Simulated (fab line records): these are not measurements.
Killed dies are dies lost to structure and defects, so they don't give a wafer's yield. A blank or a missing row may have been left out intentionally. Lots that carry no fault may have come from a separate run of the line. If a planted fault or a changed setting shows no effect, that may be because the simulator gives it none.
Problem report in the 8D (eight disciplines) form, filled by code | flow n5-finfet | the parts of the form that need people (team, actions taken, sign-off) are left out

1. WHAT IS WRONG
At N5_BEOL_M13_EXPOSE_07, exposure-dose-mJ-cm2 averages 25.094 over 6 wafers from 2 lots, while fault-free wafers read 24.793, standard deviation 0.026. Measured from the usual mean, that is +12 standard deviations.
The step: exposes mask V12.
First seen on wafer L259.2, day 14 16:04, on krf-scanner-01. At this step, 28 wafers from 10 lots have a number in the record. By rule, "out" or "out of limits" means more than 4 standard deviations away from the usual mean. Any other wafer with a number is counted as sound.

2. WHAT IT IS AND WHAT IT IS NOT
question                    | is                     | is not
which readings at this step | exposure-dose-mJ-cm2   | -
which lots                  | L259, L261             | L248, L249, L250, L266, L267, L268, L269, L270
which wafers of those lots  | all that have a number | -
read on which tools         | krf-scanner-01         | krf-scanner-02
when                        | from day 14 16:04      | up to then (9 sound wafers); but 13 sound wafers of L266, L267, L268, L269, L270 came after

3. WHAT RULES OUT EACH SUSPECT
Counting: any tool at a process step up to the reading is kept as a suspect provided that every lot that is out went through it and no sound lot did after the first of them.
- rtp-anneal-01 at N5_BEOL_M12_ANNEAL_48 (time 90 s): ruled out as a lasting fault. Sound lots L267, L269, L270 ran on it after its first lot that is out, L259 (day 14 15:02).
- krf-scanner-01 at N5_BEOL_M13_EXPOSE_07 (exposes mask V12): kept. Every lot that is out went through it, starting with L259 (day 14 16:04), and after that it ran no sound lot; the last sound lot it ran before then is L250 (day 12 17:51). On those wafers its own readings are out: exposure-dose-mJ-cm2.
Remaining after the count: krf-scanner-01 at N5_BEOL_M13_EXPOSE_07.

4. THE CAUSE (what the simulator had put in)
Drift in process parameters on krf-scanner-01 at N5_BEOL_M13_EXPOSE_07, starting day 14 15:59. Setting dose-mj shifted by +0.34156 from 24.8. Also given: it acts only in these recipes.
This tool alone remained once counting was done.

5. THE EFFECT CHAIN, in route order
One row per reading whose mean, taken over the struck wafers that have a number, lies over 3 standard deviations from the usual. Readings are gone through only where the record gives a usual standard deviation; hours: the median, over the lots, of the time from a lot's start at the first step in this table giving one to that lot's start at this step; sigmas: the change measured in usual standard deviations.
hours | step                  | reading              | usual  | on struck wafers | change | sigmas
0     | N5_BEOL_M13_EXPOSE_07 | exposure-dose-mJ-cm2 | 24.793 | 25.094           | +0.301 | +12
Here are the process steps it includes:
- N5_BEOL_M13_EXPOSE_07: exposes mask V12.
Later steps that measure or inspect, where all struck wafers having a row at the step show a number for every such reading and not one has moved that far: N5_BEOL_M13_OVL_MEAS_11.

6. WHAT WOULD HAVE CAUGHT IT SOONER
0 hours passed between the start of the fault at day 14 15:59 and the first reading out of limits in this record, taken at day 14 16:04.
